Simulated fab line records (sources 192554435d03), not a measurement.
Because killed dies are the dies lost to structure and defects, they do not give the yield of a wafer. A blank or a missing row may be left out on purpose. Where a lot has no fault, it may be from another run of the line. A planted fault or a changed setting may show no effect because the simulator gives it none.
Struck lot and sound lot, side by side    flow n5-finfet    37 out of 1938 route steps
Sound: wafers L661.1, L661.4, L661.5. Struck: wafers L667.1, L667.5. (L667.3 of the same lot was not struck and is left out.) The cause comes at the end.
For every step that has rows: the tool of each side, followed by ch and its chambers, followed by its first start. Under that, the readings that differ: sound wafers    struck wafers    difference of the means    sigmas: that difference in standard deviations of wafers without a fault.
alike: readings whose means differ by less than 2 such deviations, and words and numbers that are the same on both sides. not compared: withheld readings, readings that some wafer has no value for, bounds like >300 that may hide the same value, and numbers for which the record gives no deviation and whose values overlap.
A row with sigmas, a row that says differs or no value, or rows on one side alone: a step with any of these is where the two part. Numbers that don't overlap but have no deviation are shown without sigmas and don't part them. A reading that every wafer of one side lacks parts them only if that side has two wafers or more.

first, 9 steps without rows for these wafers: N5_BEOL_M8_DESCUM_33 (chemistry O2, time 7 s); N5_BEOL_M8_ETCH_72 (etches underlayer in N2/H2, target depth 6.5 nm, time 5.2 s); N5_BEOL_M8_ETCH_65 (etches SiARC in CF4, target depth 15.6 nm, time 26 s); N5_BEOL_M8_ETCH_66 (etches SOC in N2/H2, target depth 80 nm, overetch 16 nm, time 120 s); N5_BEOL_M8_STRIP_69 (strips in N2/H2); N5_BEOL_M8_STRIP_73 (strips in N2/H2); N5_BEOL_M8_VIA_ETCH_34 (etches SiCOH lowk in C4F6/O2, target depth 125.5 nm, time 50.5 s); N5_BEOL_M8_STRIP_76 (strips in C4F6/O2); N5_BEOL_M8_STRIP_36 (strips in N2/H2).
N5_BEOL_M8_TRENCH_ETCH_37: etches SiCOH lowk in C4F6/O2, target depth 93.478 nm, time 31.2 s.
  sound on rie-diel-06 ch 1,3, day 11 04:53; struck on rie-diel-06 ch 0,3, day 13 04:00
reading                                     sound              struck       difference  sigmas
model.BEOL_M8.feature-depth-nm (nm)         94 90.8 95         81.4 81      -12.1       
model.etch.depth-nm (nm)                    94.01 90.73 95.01  81.49 81.08  -11.97      
model.TiN_of_BEOL_M8_HM_DEP_02.thk-nm (nm)  17 17.6 17.2       17.8 17.8    +0.5        
  alike: drypump-motor-current-A, oes-product-au, rf-vpp-V, showerhead-plenum-p-Torr, throttle-valve-pct
  not compared: rf-hours-counter-h
then, 2 steps without rows for these wafers: N5_BEOL_M8_ETCH_41 (etches SiCN in CH3F/O2, target depth 31.9 nm, time 57.8 s); N5_BEOL_M8_STRIP_80 (strips in N2/H2, time 10 s).
N5_BEOL_M8_OCD_MEAS_38:
  sound on ocd-02, day 11 05:02; struck on ocd-01, day 13 04:10
reading               sound           struck     difference  sigmas
trench-depth-nm (nm)  94.0 90.4 95.7  81.8 81.3  -11.8       -10
then, 13 steps without rows for these wafers: N5_BEOL_M8_HM_STRIP_39 (strips TiN in peroxide tin strip, target depth 25 nm, time 158 s); N5_BEOL_M8_SRD_40 (time 30 s); N5_BEOL_M8_PRECLEAN_42 (cleans in residue remover, time 60 s); N5_BEOL_M8_SRD_43 (time 30 s); N5_BEOL_M8_CURE_75 (cures SiCOH lowk, time 120 s); N5_BEOL_M8_DEGAS_44 (time 60 s); N5_BEOL_M8_PRE_CLEAN_45 (time 30 s); N5_BEOL_M8_ALD_77 (deposits TaN, target thk 2 nm, pulse time 2 s, purge time 3 s); N5_BEOL_M8_SURFACE_TREAT_79; N5_BEOL_M8_CVD_78 (deposits Co from CCTBA/H2, target thk 2 nm, time 142.3 s); N5_BEOL_M8_SPUTTER_48 (material Cu, target thk 10 nm, time 1.667 s); N5_BEOL_M8_ECD_50 (material Cu, target thk 300 nm); N5_BEOL_M8_ANNEAL_51 (time 90 s).
N5_BEOL_M8_CMP_52: polishes, stops on SiCOH lowk, t overpolish 6.9 s, target thk 80 nm.
  sound on cmp-03 ch 1,2,3, day 11 09:06; struck on cmp-02 ch 1,3, day 13 06:12
reading                                 sound           struck   difference  sigmas
model.Cu_of_BEOL_M8_ECD_50.thk-nm (nm)  81.2 75.6 81.8  69 71.2  -9          
  alike: barrier-field-endpoint-s, motor-current-A, overpolish-run-s, time-to-endpoint-s
N5_BEOL_M8_THK_MEAS_53: measures by xrf.
  sound on film-metro-01, day 11 09:19; struck on film-metro-01, day 13 06:30
reading      sound           struck     difference  sigmas
M8_THK (nm)  81.6 75.9 82.2  69.4 71.4  -9.5        -5
then, 2 steps without rows for these wafers: N5_BEOL_M8_PRE_CLEAN_55 (time 15 s); N5_BEOL_M8_DEP_56 (deposits SiCN from 3MS/NH3, target thk 10 nm, time 17.5 s).
N5_BEOL_M8_RS_MEAS_57: uses a four-point probe to measure.
  sound on film-metro-01, day 11 09:27; struck on film-metro-01, day 13 06:38
reading         sound              struck       difference  sigmas
M8_RS (ohm/sq)  0.281 0.306 0.279  0.340 0.329  +0.046      +6
then, 5 steps without rows for these wafers: N5_BEOL_M9_ILD_DEP_00 (deposits SiCOH lowk from DEMS/porogen, target thk 308.51 nm, time 58 s); N5_BEOL_M9_CURE_71 (cures SiCOH lowk, time 240 s); N5_BEOL_M9_PECVD_70 (deposits SiO2 from TEOS/O2, target thk 20 nm, time 22.7 s); N5_BEOL_M9_HM_DEP_02 (deposits TiN, target thk 20 nm); N5_BEOL_M9_COAT_59 (time 60 s, resist thk 100 nm).
-- the record jumps here: 2 days lie between the struck wafers' starts before and after (it left off in module BEOL_M9 and takes up again in module BEOL_M15, whose first step shown is number 1830 of the route) --
N5_BEOL_M15_RC_MEAS_101:
  sound on prober-02 ch 0, day 13 13:08; struck on prober-02 ch 0, day 15 12:47
reading                    sound                  struck           difference  sigmas
COMB_M15 (S/m)             9e-13 1.3e-12 1.1e-12  2.5e-12 2.3e-12  +1.3e-12    +2
COMB_M6 (S/m)              4.1e-11 2.5e-11 3e-11  1.3e-11 1.4e-11  -1.9e-11    -3
SERP_M8 (ohm/um)           13.7 14.7 13.3         16.2 15.7        +2.0        +4
SERP_M8_max_site (ohm/um)  14.1 15.9 13.6         16.6 16.0        +1.8        +3
  alike: COMB_M10, COMB_M11, COMB_M12, COMB_M13, COMB_M14, COMB_M5, COMB_M7, COMB_M9, SERP_M10, SERP_M11, SERP_M12, SERP_M13, SERP_M13_max_site, SERP_M14, SERP_M14_max_site, SERP_M5, SERP_M6, SERP_M7, SERP_M9

== WHERE THEY PART ==
First at N5_BEOL_M8_OCD_MEAS_38; last, within this record, at N5_BEOL_M15_RC_MEAS_101.

WHY: what had been put in by the simulator
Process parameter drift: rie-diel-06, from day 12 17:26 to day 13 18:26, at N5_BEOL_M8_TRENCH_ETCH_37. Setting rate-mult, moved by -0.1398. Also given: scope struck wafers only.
